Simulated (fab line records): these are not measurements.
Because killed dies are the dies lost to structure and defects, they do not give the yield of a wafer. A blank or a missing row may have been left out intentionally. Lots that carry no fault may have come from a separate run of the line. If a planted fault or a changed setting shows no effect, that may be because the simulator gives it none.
What tool caused it? ; flow n5-finfet ; Sampling: 11 lots, 33 wafers, 4 of 1938 route steps

WHAT EACH GAUGE READ, for each wafer
N5_BEOL_M13_OVL_MEAS_11.
lot;measured;on;V12_OVL (nm)
L076;day 10 17:14;overlay-02;-2 5 0
L077;day 11 09:28;overlay-02;4 -1 1
L079;day 12 00:52;overlay-01;5 7 0
L080;day 12 18:19;overlay-01;-4 -6 -6
L083;day 13 02:05;overlay-02;6 6 -1
L086;day 13 15:00;overlay-02;2 4 2
L087;day 14 02:20;overlay-01;0 -2 -8
L089;day 14 13:25;overlay-01;-1 1 -6
L090;day 15 14:36;overlay-01;0 8 1
L094;day 16 11:26;overlay-01;1 -1 2
L096;day 16 16:28;overlay-01;-4 -2 -9

EACH LOT AND THE TOOL THAT RAN IT (in order: tool; ch and the chambers of the sampled wafers; start)
lot;N5_BEOL_M12_DESCUM_15;N5_BEOL_M12_ETCH_68;N5_BEOL_M12_TRENCH_ETCH_34
L076;rie-diel-05 ch 2,3, day 10 12:56;rie-diel-04 ch 0,2, day 10 14:09;rie-diel-04 ch 0,2, day 10 14:20
L077;rie-diel-02 ch 0,2,3, day 11 01:45;rie-diel-02 ch 1,2,3, day 11 02:58;rie-diel-02 ch 1,2,3, day 11 03:09
L079;rie-diel-02 ch 1,3, day 11 20:08;rie-diel-02 ch 1,2, day 11 21:39;rie-diel-02 ch 1,2, day 11 21:50
L080;rie-diel-05 ch 0,1,2, day 12 11:02;rie-diel-05 ch 0,1,2, day 12 12:23;rie-diel-05 ch 0,1,2, day 12 12:34
L083;rie-diel-02 ch 2,3, day 12 20:50;rie-diel-05 ch 1,3, day 12 22:01;rie-diel-05 ch 1,3, day 12 22:12
L086;rie-diel-04 ch 1,2, day 13 08:23;rie-diel-02 ch 0,1, day 13 10:15;rie-diel-02 ch 0,1, day 13 10:26
L087;rie-diel-05 ch 0,2,3, day 13 18:23;rie-diel-05 ch 0,1,2, day 13 19:36;rie-diel-05 ch 0,1,2, day 13 19:47
L089;rie-diel-02 ch 1,2,3, day 14 04:38;rie-diel-05 ch 0,1,3, day 14 05:43;rie-diel-05 ch 0,1,3, day 14 05:54
L090;rie-diel-05 ch 2,3, day 15 08:04;rie-diel-02 ch 0,1, day 15 09:17;rie-diel-02 ch 0,1, day 15 09:28
L094;rie-diel-04 ch 0,1,3, day 16 06:16;rie-diel-04 ch 0,1,2, day 16 07:29;rie-diel-04 ch 0,1,2, day 16 07:40
L096;rie-diel-04 ch 0,1,3, day 16 10:56;rie-diel-02 ch 1,2,3, day 16 12:10;rie-diel-02 ch 1,2,3, day 16 12:20
- N5_BEOL_M12_DESCUM_15: chemistry O2, time 7.9 s.
- N5_BEOL_M12_ETCH_68: etches SOC in N2/H2, time 285 s.
- N5_BEOL_M12_TRENCH_ETCH_34: etches SiOC in C4F8/O2/Ar, target depth 318.95 nm, time 125.5 s.

THE ANSWER, worked out from the rows above alone
Rule: the usual values come from the lots themselves. Put in order of their means at a reading, lots are off if they are a third of the lots or fewer, leave a main group of 4 or more, and stand apart from it by a gap of 3 or more times the standard deviation of the main group's means; of several such gaps the widest counts. A main group is skipped when, at the precision printed for the reading in the tables above, its means are all equal. Also off: a lot with no number at a reading for which 4 or more lots have one. Where the step has rows for the other lots, those lots are counted as sound.
No lot is off at any reading shown: from this, nothing can be told.

WHAT WAS PUT IN BY THE SIMULATOR
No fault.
